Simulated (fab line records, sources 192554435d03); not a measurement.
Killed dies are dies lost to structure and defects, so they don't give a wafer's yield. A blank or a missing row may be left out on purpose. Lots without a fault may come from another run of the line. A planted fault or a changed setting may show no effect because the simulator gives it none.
fab line records | flow n5_finfet
record lots=7 wafers=21 last_day=17
route steps=1938 shown GATE_CUT@477 BEOL_M4@1111 PASSIVATION@1936
lots that met no fault: from a run of the same line without faults
start_h: hours from the record's first day to the start of the lot's first wafer shown | wait_h: hours since the lot's step before | " the same as in the row above | L1.1+2: a row that stands for several wafers | - no value, or no start given | * or withheld: withheld | < > ~ a bound
route shown NAME@n: a module of which the file shows steps, and the number in the route of the first | usual: mean/standard deviation of fault-free wafers | same: alike in all rows | chamber/n: place in a boat | sites: the reading at each site | _std_site: their standard deviation | _edge_site: outer sites' mean less inner sites' | radius_mm: how far each site lies from the wafer's centre | mask NAME#n: copy n | behind: the tool/chamber that last shaped the wafer | hold: why the lot was held/for how many hours/how that ended | device: the transistor (n, p or np) that didn't switch | end of line: the same wafers' tests at the end of the route | a step without rows: its recipe alone | killed: dies lost to structure and defects at the first sort, not the wafer's yield | map: a wafer's dies, x killed, . not, _ none there
set.NAME: the setting as run; set.NAME@STEP: as run at that earlier step | model.NAME: the simulator's own value behind a step, which no gauge read
steps of the route over a sample of lots; a table a step, a row a wafer
services: from which hour (start_h, from the record's first day; less than 0 if before it) a tool's chamber was out of use, for how many hours, and why
## steps
# step N5_GATE_CUT_HM_DEP_46
# recipe material=SiO2 target_thk_a=1300 temp_c=400 precursor=TEOS/O2 pressure_torr=6.5 rf_w=900 teos_flow_sccm=161.4 gas=O2 flow_sccm=2650 time_s=26.6
# usual heater_power_outer_w=272/56 heater_power_w=503/85 showerhead_plenum_p_Torr=8.35/0.034 throttle_valve_pct=19.1/1.4
# columns lot.wafer tool chamber start_h wait_h heater_power_outer_w heater_power_w showerhead_plenum_p_Torr throttle_valve_pct
L923.1 pecvd-03 1 84.44 0.0 204 451 8.36 21.5
L923.2 " 2 " " 309 570 8.35 17.4
L923.3 " 0 " " 306 547 8.34 17.5
L928.3 pecvd-02 2 115.06 0.0 255 537 8.39 18.6
L928.4 " 1 " " 373 619 8.34 21.1
L928.6 " 0 " " 248 447 8.30 17.9
L929.1 pecvd-01 0 118.39 0.0 232 467 8.34 17.8
L929.2 " 1 " " 272 483 8.34 20.2
L929.6 " 1 " " 272 492 8.36 20.1
L932.1 pecvd-03 0 141.63 0.0 338 580 8.35 17.4
L932.3 " 1 " " 244 488 8.37 21.5
L932.5 " 1 " " 248 489 8.39 21.5
L942.3 pecvd-03 2 196.01 0.0 280 518 8.33 17.4
L942.5 " 0 " " 324 544 8.37 17.9
L942.6 " 1 " " 202 436 8.38 21.7
L943.1 pecvd-01 0 203.53 0.0 252 470 8.33 17.8
L943.2 " 1 " " 218 423 8.34 19.8
L943.4 " 2 " " 201 415 8.31 19.8
L944.2 pecvd-01 2 208.10 0.0 236 456 8.33 19.6
L944.5 " 0 " " 250 468 8.34 17.6
L944.6 " 1 " " 235 451 8.36 20.3
# step N5_GATE_CUT_ETCH_36
# recipe chemistry=CF4 target=SiARC target_depth_a=130 mask_material=CAR-EUV time_s=21.7 ion_energy_ev=80 pressure_mtorr=40 source_w=545 bias_w=36 Ar_flow_sccm=100 cf4_flow_sccm=100 ends=cleared
# usual bias_w=36.01/0.1 cf4_flow_sccm=100.00/0.29 drypump_motor_current_A=5.53/0.28 etch_rf_on_time_s=21.6/0.33 mfc_ar_sccm=100.0/0.34 oes_product_au=0.66/0.059 rf_vpp_V=183.8/1.2 showerhead_plenum_p_Torr=2.13/0.069 throttle_valve_pct=15.58/0.25
# columns lot.wafer tool chamber start_h wait_h bias_w cf4_flow_sccm drypump_motor_current_A etch_rf_on_time_s mfc_ar_sccm oes_product_au rf_hours_counter_h rf_vpp_V showerhead_plenum_p_Torr throttle_valve_pct
L923.1 rie_diel-03 1 85.08 0.0 36.14 100.22 5.22 21.5 99.5 0.69 108 182.5 1.99 15.32
L923.2 " 3 " " 36.03 99.71 5.69 21.7 99.9 0.62 195 183.5 2.12 15.83
L923.3 " 0 " " 35.94 99.76 5.56 21.5 99.4 0.64 177 184.1 2.13 15.50
L928.3 rie_diel-01 0 115.71 0.0 35.98 100.36 5.06 21.3 100.0 0.73 57 184.2 2.17 15.71
L928.4 " 1 " " 36.04 99.74 5.59 21.4 100.2 0.63 191 184.5 2.21 15.68
L928.6 " 2 " " 35.96 100.19 5.70 21.9 100.1 0.62 - 184.3 2.13 15.76
L929.1 rie_diel-06 3 119.02 0.0 36.03 99.96 5.06 22.2 100.1 0.62 196 182.9 2.04 15.60
L929.2 " 1 " " 36.10 100.33 5.97 21.0 100.0 0.82 9 185.5 2.19 15.25
L929.6 " 2 " " 36.30 99.86 5.95 21.6 99.5 0.69 - 185.9 2.24 15.26
L932.1 rie_diel-01 1 142.15 0.0 35.92 99.76 5.58 21.3 100.2 0.62 199 185.6 2.20 15.69
L932.3 " 2 " " 35.96 99.91 5.69 21.9 100.5 0.62 201 183.7 2.13 15.78
L932.5 " 1 " " 36.17 99.72 5.59 21.3 100.1 0.63 - 185.2 2.20 15.68
L942.3 rie_diel-01 3 196.65 0.0 36.00 100.33 5.66 21.4 100.1 0.66 131 182.5 2.07 15.35
L942.5 " 0 " " 35.91 99.72 5.06 21.6 100.0 0.70 - 185.4 2.17 15.73
L942.6 " 3 " " 36.02 100.09 5.65 21.4 100.2 0.65 - 184.0 2.07 15.34
L943.1 rie_diel-01 1 204.16 0.0 35.85 100.38 5.57 21.4 100.3 0.62 217 184.0 2.20 15.71
L943.2 " 3 " " 36.19 99.47 5.66 21.4 100.1 0.65 133 183.7 2.07 15.35
L943.4 " 2 " " 36.06 99.96 5.71 21.7 100.2 0.62 217 183.6 2.12 15.80
L944.2 rie_diel-03 1 208.93 0.0 36.01 99.94 5.21 21.6 100.0 0.66 141 181.3 1.98 15.41
L944.5 " 3 " " 36.01 99.82 5.69 21.7 99.9 0.60 - 183.5 2.11 15.92
L944.6 " 0 " " 36.20 99.72 5.57 21.6 99.9 0.62 - 184.5 2.12 15.55
# step N5_GATE_CUT_ETCH_19
# recipe chemistry=CH3F/O2 target=SiNx mask_material=SiO2 target_depth_a=537 time_s=76.7 pressure_mtorr=30 source_w=395 bias_w=73 Ar_flow_sccm=150 CH3F_flow_sccm=30 O2_flow_sccm=20 ion_energy_ev=120 ends=cleared
# usual CH3F_flow_sccm=30.01/0.1 O2_flow_sccm=20.00/0.054 drypump_motor_current_A=5.52/0.28 etch_rf_on_time_s=76.7/1.1 mfc_ar_sccm=150.0/0.51 oes_product_au=0.66/0.059 rf_vpp_V=298/3.2 showerhead_plenum_p_Torr=1.99/0.066 throttle_valve_pct=16.32/0.25
# columns lot.wafer tool chamber start_h wait_h CH3F_flow_sccm O2_flow_sccm drypump_motor_current_A etch_rf_on_time_s mfc_ar_sccm oes_product_au rf_hours_counter_h rf_vpp_V showerhead_plenum_p_Torr throttle_valve_pct
L923.1 rie_diel-03 1 85.31 0.0 30.09 19.93 5.21 76.6 149.8 0.68 108 296 1.86 16.10
L923.2 " 3 " " 29.89 20.04 5.73 77.3 150.0 0.61 195 298 1.98 16.57
L923.3 " 0 " " 29.99 20.08 5.55 78.0 149.9 0.63 177 291 1.99 16.20
L928.3 rie_diel-01 0 115.94 0.0 30.01 20.05 5.06 75.6 150.0 0.73 57 300 2.03 16.46
L928.4 " 1 " " 30.12 19.91 5.58 76.4 150.3 0.63 192 297 2.06 16.37
L928.6 " 2 " " 30.13 19.95 5.68 76.3 149.8 0.63 - 301 1.99 16.50
L929.1 rie_diel-06 3 119.25 0.0 29.94 20.05 5.05 77.8 149.8 0.62 196 298 1.90 16.35
L929.2 " 1 " " 29.87 20.05 5.98 74.6 149.4 0.81 10 297 2.05 16.00
L929.6 " 2 " " 30.04 19.89 5.97 77.2 150.1 0.69 - 302 2.10 16.01
L932.1 rie_diel-01 1 142.38 0.0 29.92 20.06 5.58 76.5 149.7 0.62 199 297 2.06 16.40
L932.3 " 2 " " 30.18 20.06 5.69 77.2 149.9 0.62 201 301 1.99 16.55
L932.5 " 1 " " 30.03 20.00 5.58 76.4 150.2 0.62 - 298 2.06 16.39
L942.3 rie_diel-01 3 196.88 0.0 - - - - - - - - - -
L942.5 " 0 " " - - - - - - - - - -
L942.6 " 3 " " - - - - - - - - - -
L943.1 rie_diel-01 1 204.40 0.0 - - - - - - - - - -
L943.2 " 3 " " - - - - - - - - - -
L943.4 " 2 " " - - - - - - - - - -
L944.2 rie_diel-03 1 209.16 0.0 - - - - - - - - - -
L944.5 " 3 " " - - - - - - - - - -
L944.6 " 0 " " - - - - - - - - - -
# step N5_GATE_CUT_CUT_ETCH_53
# recipe chemistry=SF6/Cl2 target=W mask_material=SiO2 target_depth_a=792 pressure_mtorr=8 icp_w=900 bias_w=80 SF6_flow_sccm=40 Cl2_flow_sccm=60 ends=cleared
# usual SF6_flow_sccm=40.00/0.12 bias_w=79.99/0.27 drypump_motor_current_A=5.5/0.4 etch_rf_on_time_s=26.3/0.36 oes_product_au=0.70/0.089 throttle_valve_pct=29.04/0.3
# columns lot.wafer tool chamber start_h wait_h SF6_flow_sccm bias_w drypump_motor_current_A etch_rf_on_time_s oes_product_au rf_hours_counter_h throttle_valve_pct
L923.1 rie_metal-02 0 85.42 0.1 39.89 79.95 5.4 26.3 0.65 78 28.79
L923.2 " 1 " " 39.92 80.05 5.1 26.3 0.72 33 29.38
L923.3 " 0 " " 39.64 80.56 5.4 26.2 0.65 - 28.78
L928.3 rie_metal-03 1 116.07 0.1 40.16 80.17 5.3 26.3 0.86 - 28.79
L928.4 " 0 " " 39.85 79.66 6.3 25.5 0.77 - 28.89
L928.6 " 0 " " 39.89 79.92 6.2 25.7 0.76 - 28.89
L929.1 rie_metal-01 1 119.36 0.1 39.99 79.42 5.5 26.8 0.59 97 29.47
L929.2 " 0 " " 39.93 80.00 5.9 26.4 0.64 79 28.80
L929.6 " 0 " " 39.95 80.29 6.0 26.3 0.64 - 28.81
L932.1 rie_metal-03 1 142.49 0.1 40.14 80.30 5.3 26.5 0.83 5 28.78
L932.3 " 1 " " 39.84 80.17 5.3 26.4 0.83 - 28.78
L932.5 " 1 " " 40.09 80.07 5.3 26.3 0.83 - 28.79
L942.3 rie_metal-02 0 197.01 0.1 40.11 79.99 5.3 34.3 0.26 - 27.43
L942.5 " 1 " " 40.09 79.91 5.1 34.3 0.29 - 27.99
L942.6 " 0 " " 40.06 80.10 5.3 34.3 0.26 - 27.42
L943.1 rie_metal-03 0 204.50 0.1 40.14 79.99 6.2 34.3 0.30 26 27.53
L943.2 " 1 " " 40.25 79.46 5.3 34.3 0.33 9 27.38
L943.4 " 0 " " 40.15 80.03 6.3 34.3 0.31 - 27.53
L944.2 rie_metal-02 1 209.29 0.1 39.82 79.52 5.1 34.3 0.28 - 27.99
L944.5 " 1 " " 39.91 79.99 5.1 34.3 0.28 - 27.99
L944.6 " 1 " " 40.00 79.97 5.1 34.3 0.28 - 27.99
# step N5_GATE_CUT_CUT_ETCH_54
# recipe chemistry=Cl2/BCl3 target=TiN mask_material=SiO2 target_depth_a=967 pressure_mtorr=10 icp_w=1000 bias_w=126 Cl2_flow_sccm=53.25 bcl3_flow_sccm=21.75 Ar_flow_sccm=25 ends=cleared
# usual bcl3_flow_sccm=21.76/0.061 bias_w=126.0/0.37 drypump_motor_current_A=5.5/0.4 etch_rf_on_time_s=36.7/0.55 mfc_ar_sccm=25.00/0.077 oes_product_au=0.70/0.089 throttle_valve_pct=22.38/0.26
# columns lot.wafer tool chamber start_h wait_h bcl3_flow_sccm bias_w drypump_motor_current_A etch_rf_on_time_s mfc_ar_sccm oes_product_au rf_hours_counter_h throttle_valve_pct
L923.1 rie_metal-02 0 85.48 0.0 21.82 125.9 5.3 36.1 25.12 0.65 78 22.15
L923.2 " 1 " " 21.74 126.1 5.1 37.1 24.95 0.71 33 22.65
L923.3 " 0 " " 21.85 125.5 5.3 36.7 25.15 0.65 - 22.15
L928.3 rie_metal-03 1 116.13 0.0 21.72 126.4 5.3 36.9 24.92 0.85 - 22.13
L928.4 " 0 " " 21.81 126.1 6.3 35.9 24.97 0.76 - 22.23
L928.6 " 0 " " 21.83 125.8 6.3 35.8 25.02 0.77 - 22.22
L929.1 rie_metal-01 1 119.42 0.0 21.78 125.2 5.5 37.6 25.03 0.57 97 22.81
L929.2 " 0 " " 21.72 126.2 6.0 36.6 25.12 0.64 79 22.22
L929.6 " 0 " " 21.77 125.5 5.9 36.6 25.01 0.64 - 22.24
L932.1 rie_metal-03 1 142.55 0.0 21.78 125.8 5.3 36.9 24.87 0.83 5 22.14
L932.3 " 1 " " 21.75 126.5 5.3 36.6 24.84 0.83 - 22.14
L932.5 " 1 " " 21.79 126.1 5.3 36.5 24.78 0.83 - 22.13
L942.3 rie_metal-02 0 197.07 0.0 21.75 126.1 5.4 47.9 24.94 0.26 - 22.73
L942.5 " 1 " " 21.64 125.9 5.1 47.9 24.88 0.29 - 23.22
L942.6 " 0 " " 21.78 126.1 5.4 47.9 25.06 0.26 - 22.71
L943.1 rie_metal-03 0 204.56 0.0 21.72 126.0 6.3 47.9 25.06 0.30 26 22.80
L943.2 " 1 " " 21.74 125.5 5.3 47.9 24.99 0.34 9 22.69
L943.4 " 0 " " 21.73 125.9 6.3 47.9 25.01 0.30 - 22.78
L944.2 rie_metal-02 1 209.41 0.1 21.80 126.0 5.1 47.9 25.04 0.28 - 23.22
L944.5 " 1 " " 21.69 126.3 5.1 47.9 25.02 0.29 - 23.23
L944.6 " 1 " " 21.77 126.5 5.1 47.9 25.15 0.28 - 23.22
# step N5_GATE_CUT_STRIP_21
# recipe chemistry=N2/H2 time_s=30 power_w=1000 temp_c=250 pressure_mtorr=withheld n2_flow_sccm=1750 h2_flow_sccm=3250
# usual drypump_motor_current_A=5.34/0.24 heater_power_w=349/15
# columns lot.wafer tool chamber start_h wait_h drypump_motor_current_A heater_power_w rf_hours_counter_h
L923.1 plasma_asher-01 0 85.71 0.0 5.01 334 88
L923.2 " 1 " " 5.69 359 88
L923.3 " 1 " " 5.64 367 -
L928.3 plasma_asher-02 1 116.36 0.1 5.51 357 -
L928.4 " 0 " " 5.22 352 -
L928.6 " 1 " " 5.51 359 -
L929.1 plasma_asher-02 1 119.65 0.0 5.51 359 42
L929.2 " 0 " " 5.23 340 42
L929.6 " 1 " " 5.51 367 -
L932.1 plasma_asher-01 0 142.78 0.0 4.97 330 99
L932.3 " 0 " " 4.97 336 -
L932.5 " 1 " " 5.63 358 -
L942.3 plasma_asher-02 0 197.30 0.1 5.18 336 -
L942.5 " 1 " " 5.50 359 -
L942.6 " 0 " " 5.21 340 -
L943.1 plasma_asher-01 1 204.79 0.0 5.64 363 112
L943.2 " 0 " " 4.98 327 112
L943.4 " 0 " " 5.04 332 -
L944.2 plasma_asher-02 1 209.83 0.1 5.49 364 60
L944.5 " 1 " " 5.51 367 -
L944.6 " 0 " " 5.24 345 -
# step N5_BEOL_M4_RC_MEAS_101
# usual DIBL_N=35.9/1.3 DIBL_P=35.9/1.5 IOFF_N=0.152/0.023 IOFF_P=0.204/0.027 ION_N=673/9.2 ION_P=462/6.7 SS_N=71.4/0.48 SS_P=73.2/0.55 VT_N=250.3/2.6 VT_P=-250.6/3
# columns lot.wafer tool chamber start_h wait_h DIBL_N[mV/V] DIBL_P[mV/V] IOFF_N[nA/um] IOFF_P[nA/um] ION_N[uA/um] ION_P[uA/um] SS_N[mV/dec] SS_P[mV/dec] VT_N[mV] VT_P[mV]
L923.1 prober-02 0 180.88 0.0 35.2 35.1 0.120 0.163 662 455 70.9 72.3 255.4 -253.8
L923.2 " 0 " " 37.0 38.1 0.155 0.207 671 468 71.2 72.6 251.9 -251.8
L923.3 " 0 " " 37.2 37.3 0.149 0.193 659 450 71.6 73.2 250.1 -251.3
L928.3 prober-01 0 208.75 0.3 36.4 35.8 0.154 0.200 679 463 72.0 73.5 249.3 -250.5
L928.4 " 0 " " 37.3 37.5 0.167 0.220 662 460 71.9 74.8 248.3 -250.0
L928.6 " 0 " " 35.5 35.5 0.135 0.189 666 463 71.7 72.9 249.8 -253.4
L929.1 prober-02 0 230.87 0.0 36.6 35.2 0.144 0.217 665 462 71.6 73.5 252.7 -248.6
L929.2 " 0 " " 37.2 36.9 0.167 0.244 671 464 72.1 74.2 248.3 -249.5
L929.6 " 0 " " 36.1 34.5 0.141 0.198 659 449 71.9 72.5 253.3 -251.8
L932.1 prober-02 0 267.07 0.0 35.7 35.5 0.134 0.188 669 455 71.1 72.7 249.5 -249.6
L932.3 " 0 " " 35.0 35.2 0.127 0.198 665 460 70.7 72.8 251.2 -248.8
L932.5 " 0 " " 35.9 36.2 0.143 0.209 681 461 71.7 73.8 248.9 -248.1
# step N5_PASSIVATION_PROBE_49
# usual defect_limited_yield=91.0/1.5 killed_at_M0_to_M3=37/12 killed_at_M4_up=13/5 killed_at_contacts=13/6.1 killed_at_front_end=39/11 killed_at_other=4/3.2 killed_dies=106/17 killed_on_rim=13/4.2 killed_open=69/12 killed_short=35/7.9 sort_bin_5_function=5.3/1 sort_bin_6_memory=3.3/0.68 sort_n_pass=1074/17 sort_yield_pct=91.0/1.5
# same gross_dies=1180 killed_at_back_side=0 sort_bin_4_leakage[%]=0 sort_bin_8_speed[%]=0
# columns lot.wafer tool chamber start_h wait_h defect_limited_yield[%] killed_at_M0_to_M3 killed_at_M4_up killed_at_contacts killed_at_front_end killed_at_other killed_dies killed_on_rim killed_open killed_short sort_bin_5_function[%] sort_bin_6_memory[%] sort_n_pass sort_yield_pct[%]
L923.1 prober-01 - 291.42 0.0 91.7 30 22 8 35 3 98 9 61 34 5.3 2.5 1082 91.7
L923.2 prober-01 - 291.47 0.1 86.9 43 17 18 71 6 155 17 107 47 7.6 5.3 1025 86.9
L923.3 prober-01 - 291.52 0.1 89.2 28 29 11 49 10 127 18 90 37 6.9 3.6 1053 89.2
L928.3 prober-01 - 307.47 0.1 92.5 41 9 7 24 8 89 13 59 27 4.2 3.1 1091 92.5
L928.4 prober-01 - 307.52 0.2 92.1 30 11 14 28 10 93 12 59 27 5.3 2.4 1087 92.1
L928.6 prober-01 - 307.62 0.3 90.6 35 21 9 33 13 111 14 72 38 5.5 3.6 1069 90.6
L929.1 prober-01 - 335.31 0.0 89.3 68 16 10 29 3 126 17 80 46 6.3 3.9 1054 89.3
L929.2 prober-01 - 335.36 0.1 90.9 55 13 7 31 1 107 14 59 48 4.7 3.6 1073 90.9
L929.6 prober-01 - 335.56 0.3 87.5 69 21 11 46 1 148 25 94 54 8.0 4.2 1032 87.5
L932.1 prober-02 - 374.89 0.0 90.6 40 6 14 48 3 111 13 75 34 6.0 3.1 1069 90.6
L932.3 prober-02 - 374.99 0.1 89.3 44 12 12 48 10 126 12 70 51 6.6 3.1 1054 89.3
L932.5 prober-02 - 375.09 0.2 90.7 46 15 10 28 11 110 14 61 46 5.2 3.4 1070 90.7
L942.3 prober-01 - 414.82 0.1 0 40 12 22 1101 5 1180 152 81 29 96.4 3.1 0 0
L942.5 prober-01 - 414.92 0.2 0 43 10 30 1097 0 1180 152 86 35 95.3 4.2 0 0
L942.6 prober-01 - 414.97 0.3 0 61 14 22 1083 0 1180 152 90 45 94.9 4.7 0 0
# killed by level:class
L923.1 BEOL_M4:geometric_particle:open=11 FIN_SAQP:geometric_particle:open=10 BEOL_M0_SAQP:geometric_particle:open=7 FIN_SAQP:geometric_particle:short=6 BEOL_M0_SAQP:geometric_particle:short=6 STI_FIN_REVEAL:geometric_particle:open=6 DUMMY_GATE:geometric_particle:open=5 MOL_CONTACT_COAG:geometric_particle:open=5
L923.2 FIN_SAQP:geometric_particle:open=24 MOL_CONTACT_COAG:geometric_particle:open=15 GATE_CUT:geometric_particle:open=10 BEOL_M3:geometric_particle:open=10 BEOL_M4:geometric_particle:open=10 BEOL_M0_SAQP:geometric_particle:short=9 STI_FIN_REVEAL:geometric_particle:open=8 DUMMY_GATE:geometric_particle:open=8
L923.3 BEOL_M4:geometric_particle:open=17 STI_FIN_REVEAL:geometric_particle:open=11 FIN_SAQP:geometric_particle:open=10 DUMMY_GATE:geometric_particle:open=10 MOL_CONTACT_COAG:geometric_particle:open=9 FIN_SAQP:geometric_particle:short=8 BEOL_M2:geometric_particle:open=8 BEOL_M3:geometric_particle:open=8
L928.3 BEOL_M0_SAQP:geometric_particle:open=15 BEOL_M0_SAQP:geometric_particle:short=7 STI_FIN_REVEAL:geometric_particle:open=6 BEOL_M3:geometric_particle:open=6 MOL_CONTACT_COAG:geometric_particle:open=5 BEOL_M2:geometric_particle:open=4 DUMMY_GATE:geometric_particle:open=3 BEOL_M1:geometric_particle:open=3
L928.4 BEOL_M0_SAQP:geometric_particle:short=13 MOL_CONTACT_COAG:geometric_particle:open=10 STI_FIN_REVEAL:geometric_particle:open=8 BEOL_M0_SAQP:geometric_particle:open=8 FIN_SAQP:geometric_particle:open=7 MOL_CONTACT_COAG:geometric_particle:short=4 MIM_BOT:geometric_particle:open=4 FIN_SAQP:geometric_particle:short=3
L928.6 BEOL_M0_SAQP:geometric_particle:open=15 STI_FIN_REVEAL:geometric_particle:open=10 BEOL_M0_SAQP:geometric_particle:short=7 MOL_CONTACT_COAG:geometric_particle:open=6 BEOL_M5:geometric_particle:open=6 BEOL_M4:geometric_particle:open=5 STI_FIN_REVEAL:geometric_particle:short=4 GATE_CUT:geometric_particle:short=4
L929.1 BEOL_M0_SAQP:geometric_particle:open=21 BEOL_M0_SAQP:geometric_particle:short=17 BEOL_M3:geometric_particle:open=12 GATE_CUT:geometric_particle:short=8 BEOL_M4:geometric_particle:open=7 FIN_SAQP:geometric_particle:open=6 MOL_CONTACT_COAG:geometric_particle:open=6 BEOL_M2:geometric_particle:open=6
L929.2 BEOL_M0_SAQP:geometric_particle:open=21 BEOL_M0_SAQP:geometric_particle:short=18 FIN_SAQP:geometric_particle:short=6 GATE_CUT:geometric_particle:short=6 BEOL_M2:geometric_particle:open=5 BEOL_M3:geometric_particle:open=5 STARTING-WAFER:geometric_particle:short=5 MOL_CONTACT_COAG:geometric_particle:short=4
L929.6 BEOL_M0_SAQP:geometric_particle:short=28 BEOL_M0_SAQP:geometric_particle:open=25 BEOL_M4:geometric_particle:open=13 STI_FIN_REVEAL:geometric_particle:open=11 MOL_CONTACT_COAG:geometric_particle:open=10 DUMMY_GATE:geometric_particle:open=8 FIN_SAQP:geometric_particle:open=5 GATE_CUT:geometric_particle:open=5
L932.1 FIN_SAQP:geometric_particle:open=12 MOL_CONTACT_COAG:geometric_particle:open=12 BEOL_M0_SAQP:geometric_particle:short=10 BEOL_M3:geometric_particle:open=9 STI_FIN_REVEAL:geometric_particle:open=8 BEOL_M2:geometric_particle:open=7 FIN_SAQP:geometric_particle:short=5 GATE_CUT:geometric_particle:short=5
L932.3 BEOL_M0_SAQP:geometric_particle:short=9 BEOL_M3:geometric_particle:open=8 FIN_SAQP:geometric_particle:short=7 BEOL_M0_SAQP:geometric_particle:open=7 BEOL_M1:geometric_particle:open=7 FIN_SAQP:geometric_particle:open=6 MOL_CONTACT_COAG:geometric_particle:short=6 MOL_CONTACT_COAG:geometric_particle:open=6
L932.5 BEOL_M0_SAQP:geometric_particle:short=11 BEOL_M3:geometric_particle:open=10 BEOL_M0_SAQP:geometric_particle:open=8 MOL_CONTACT_COAG:geometric_particle:open=7 BEOL_M4:geometric_particle:open=6 PASS1_DEP:geometric_particle:short=5 BEOL_M2:geometric_particle:short=5 BEOL_M0:geometric_particle:open=4
L942.3 GATE_CUT:area_etch=1069 MOL_CONTACT_COAG:geometric_particle:open=19 BEOL_M3:geometric_particle:open=11 BEOL_M2:geometric_particle:open=10 BEOL_M0_SAQP:geometric_particle:open=9 BEOL_M0_SAQP:geometric_particle:short=8 FIN_SAQP:geometric_particle:open=7 STI_FIN_REVEAL:geometric_particle:open=5
L942.5 GATE_CUT:area_etch=1059 MOL_CONTACT_COAG:geometric_particle:open=22 BEOL_M2:geometric_particle:open=17 STI_FIN_REVEAL:geometric_particle:open=8 MOL_CONTACT_COAG:geometric_particle:short=8 BEOL_M4:geometric_particle:open=8 BEOL_M3:geometric_particle:open=8 FIN_SAQP:geometric_particle:short=6
L942.6 GATE_CUT:area_etch=1045 BEOL_M0_SAQP:geometric_particle:short=18 BEOL_M0_SAQP:geometric_particle:open=17 MOL_CONTACT_COAG:geometric_particle:open=16 STI_FIN_REVEAL:geometric_particle:open=12 FIN_SAQP:geometric_particle:short=8 BEOL_M2:geometric_particle:open=8 BEOL_M3:geometric_particle:open=8
## services
# columns tool chamber start_h hours kind
plasma_asher-01 - 66.22 1.2 repair
pecvd-02 - 70.77 2.8 pm
pecvd-01 1 71.07 2.1 scheduled_down
rie_diel-06 1 71.11 - clean
rie_metal-03 1 75.73 - clean
rie_metal-03 1 75.73 18.0 scheduled_down
rie_metal-03 1 75.73 18.0 vent_cycle
rie_diel-03 3 91.98 1.4 repair
rie_metal-01 - 94.29 1.1 repair
rie_diel-03 - 110.52 4.3 pm
rie_diel-03 0 122.22 3.0 repair
rie_diel-03 0 125.87 9.6 repair
pecvd-01 - 129.99 6.0 pm
pecvd-02 1 130.08 16.2 repair
rie_diel-01 0 135.30 1.6 repair
pecvd-01 - 142.35 0.8 repair
rie_metal-03 0 144.49 3.8 repair
rie_diel-06 2 146.56 6.0 repair
rie_diel-03 2 152.31 9.3 repair
pecvd-03 1 158.04 5.5 scheduled_down
pecvd-03 0 163.50 2.1 scheduled_down
rie_diel-03 1 174.66 6.3 repair
rie_metal-03 - 195.67 0.3 repair
rie_metal-02 0 208.70 9.6 repair
## key
first_sign step=N5_GATE_CUT_ETCH_19 reading=tool_record direction=missing
effect step=N5_GATE_CUT_CUT_ETCH_53 reading=etch_rf_on_time_s direction=up sigmas=22 usual=* struck=*
effect step=N5_GATE_CUT_CUT_ETCH_54 reading=etch_rf_on_time_s direction=up sigmas=20 usual=* struck=*
effect step=N5_PASSIVATION_PROBE_49 reading=killed_at_front_end direction=up sigmas=97 usual=39 struck=1094
more_kills_born_at N5_GATE_CUT_ETCH_19@rie_diel-01=3166
met_at N5_GATE_CUT_ETCH_19
struck_lots L942,L943,L944
rows_end L943.1,L943.2,L943.4,L944.2,L944.5,L944.6
later_rows_left_out L942.3,L942.5,L942.6
not_acting_at N5_GATE_CUT_HM_DEP_46,N5_GATE_CUT_ETCH_36,N5_GATE_CUT_STRIP_21
onset_between 142.38 196.88
fault kind=skipped_step_whole tool=rie_diel-01,rie_diel-03 chamber=- onset_h=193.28 steps=N5_GATE_CUT_ETCH_19 scope=struck_lots_only
# later_rows_left_out: the simulator's readings of these wafers behind a module that went badly wrong aren't trusted and aren't shown, but for the sort
# rows_end: these wafers met a further fault down the route, and their rows from its step on are left out
